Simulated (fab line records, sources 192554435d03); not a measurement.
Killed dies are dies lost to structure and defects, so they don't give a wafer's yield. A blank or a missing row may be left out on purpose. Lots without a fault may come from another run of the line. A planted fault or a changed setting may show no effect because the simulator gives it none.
One fault seen from 2 desks | flow n5_finfet | each desk has only its own numbers; what lay behind them comes last

THE METROLOGY DESK
What the gauges read, lot by lot, whatever tool the lot ran on: means of the sampled wafers that have a number. A lot is out of limits, marked OUT, if its mean lies more than 4 standard deviations from the usual mean; the brackets give that distance.
Columns: A = M5_THK at N5_BEOL_M5_THK_MEAS_53, usual 63.6 nm; B = M5_RS at N5_BEOL_M5_RS_MEAS_57, usual 0.391 ohm/sq
lot  | first seen here | A    | B
L492 | day 8 22:40     | 61.9 | 0.400
L494 | day 9 03:20     | 61.7 | 0.407
L502 | day 11 20:13    | 63.3 | 0.391
L506 | day 12 08:30    | 63.4 | 0.393
L509 | day 13 06:59    | 63.6 | 0.388
L508 | day 14 21:47    | 64.6 | 0.385
This desk's finding: nothing out of limits on any of the 6 lots.

THE TOOL OWNER'S DESK: pecvd-04
The tool's own readings at N5_BEOL_M5_DEP_56 (deposits SiCN from 3MS/NH3, target thk 8 nm, time 14 s): means of the sampled wafers that have a number, for each lot that ran on this tool. A lot is out of limits, marked OUT, if its mean lies more than 4 standard deviations from the usual mean; the brackets give that distance.
Columns: A = rf_fwd_power_W at N5_BEOL_M5_DEP_56, usual 199.7 W; B = showerhead_plenum_p_Torr at N5_BEOL_M5_DEP_56, usual 3.663 Torr; C = throttle_valve_pct at N5_BEOL_M5_DEP_56, usual 8.9 %
lot  | first seen here | A     | B     | C
L494 | day 9 03:33     | 199.4 | 3.662 | 8.8
L502 | day 11 20:25    | 199.7 | 3.660 | 8.7
L506 | day 12 08:41    | 200.4 | 3.668 | 8.9
This desk's finding: nothing out of limits on any of the 3 lots.

PUT TOGETHER
The metrology desk saw nothing out of limits.
The tool owner's desk saw nothing out of limits.

WHAT THE SIMULATOR HAD PUT IN
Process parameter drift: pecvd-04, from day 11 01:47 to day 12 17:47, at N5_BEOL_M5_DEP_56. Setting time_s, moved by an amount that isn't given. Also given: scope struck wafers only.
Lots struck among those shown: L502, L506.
